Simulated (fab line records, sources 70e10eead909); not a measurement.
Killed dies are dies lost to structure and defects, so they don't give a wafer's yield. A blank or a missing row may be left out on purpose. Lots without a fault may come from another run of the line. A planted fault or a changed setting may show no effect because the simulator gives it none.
Problem report in the 8D (eight disciplines) form, filled by code | flow nand_harc | the parts of the form that need people (team, actions taken, sign-off) are left out

1. THE PROBLEM
thk_nm at NHARC_A_ONON_D1_THK_MEAS_05 reads a mean of 1546 nm on 4 wafers of 2 lots; wafers without a fault read 1003 nm with a standard deviation of 8.1. That is +67 standard deviations from the usual mean.
The step: measures by ellipsometry.
First seen on wafer L839.1, day 11 15:58, on film_metro-02. The record holds 35 wafers of 12 lots with a number at this step. Rule for "out", or "out of limits": more than 4 standard deviations from the usual mean. The other wafers with a number count as sound.

2. WHAT IT IS AND WHAT IT IS NOT
question                    | is                             | is not
which readings at this step | thk_nm                         | -
which lots                  | L839, L840                     | L822, L824, L825, L826, L827, L829, L831, L832, L834, L844
which wafers of those lots  | L839.1, L839.5, L840.1, L840.5 | L839.4
read on which gauges        | film_metro-02                  | film_metro-01
when                        | from day 11 15:58              | up to then (28 sound wafers); but 3 sound wafers of L844 came after

3. SUSPECTS, AND WHAT RULES EACH OUT
Counting: a tool at a process step up to the reading stays a suspect if it ran every lot that is out. Sound lots after the first of them don't rule it out here, since some wafers of a struck lot are sound.
- the gauge at NHARC_A_ONON_D1_THK_MEAS_05: ruled out. All the wafers that are out were read on film_metro-02, but those of them that NHARC_END_SORT_01 has rows for are out there too, on other tools.
- rie_diel-09 at NHARC_P_BONDPAD_ETCH_12 (etches the open film in CHF3/O2, target depth 200 nm, time 100 s): kept. It ran every lot that is out, first L839 (day 10 16:45); its last sound lot up to then is L834 (day 9 15:52). NHARC_P_BONDPAD_ETCH_12 gives no start for some lots, so the hours and the order of its lots are those of NHARC_P_BONDPAD_ACTIVATE_29.
- pecvd_onon-03 at NHARC_A_ONON_D1_DEP_03 (target thk 1000 nm): kept. It ran every lot that is out, first L839 (day 11 15:26); its last sound lot up to then is L829 (day 9 06:04).
Left after counting: rie_diel-09 at NHARC_P_BONDPAD_ETCH_12, pecvd_onon-03 at NHARC_A_ONON_D1_DEP_03.

4. THE CAUSE (what the simulator had put in)
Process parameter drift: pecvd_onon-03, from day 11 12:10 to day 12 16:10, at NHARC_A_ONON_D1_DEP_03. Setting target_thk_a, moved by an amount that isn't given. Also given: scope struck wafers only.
Counting left 2 suspects, and this tool is among them.

5. THE CHAIN OF EFFECTS, in route order
Each row: a reading whose mean over the struck wafers that have a number lies more than 3 standard deviations from the usual. Only readings for which the record gives a usual standard deviation are gone through. hours: the time from each lot's start at the first step in this table that gives one to its start at this step, as a median over the lots. sigmas: the change in usual standard deviations.
hours | step                        | reading         | usual   | on struck wafers | change | sigmas
0     | NHARC_A_ONON_D1_THK_MEAS_05 | thk_nm          | 1003 nm | 1546             | +543   | +67
287   | NHARC_END_SORT_01           | killed_at_array | 26      | 672              | +646   | +65
287   | NHARC_END_SORT_01           | killed_dies     | 30      | 677              | +647   | +59

6. WHAT WOULD HAVE CAUGHT IT SOONER
In this record the first reading out of limits at a measuring or inspecting step was taken at day 11 15:58, 4 hours after the fault began at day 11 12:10.
Of the tool readings at NHARC_A_ONON_D1_DEP_03 for which the record gives a usual standard deviation, none was out on any struck wafer, so an alarm limit of 4 standard deviations on them would not have fired.
Of the lots that are out (2), L840 began NHARC_A_ONON_D1_DEP_03 on pecvd_onon-03 after day 11 15:58. A hold on the tool at that time would have spared it.
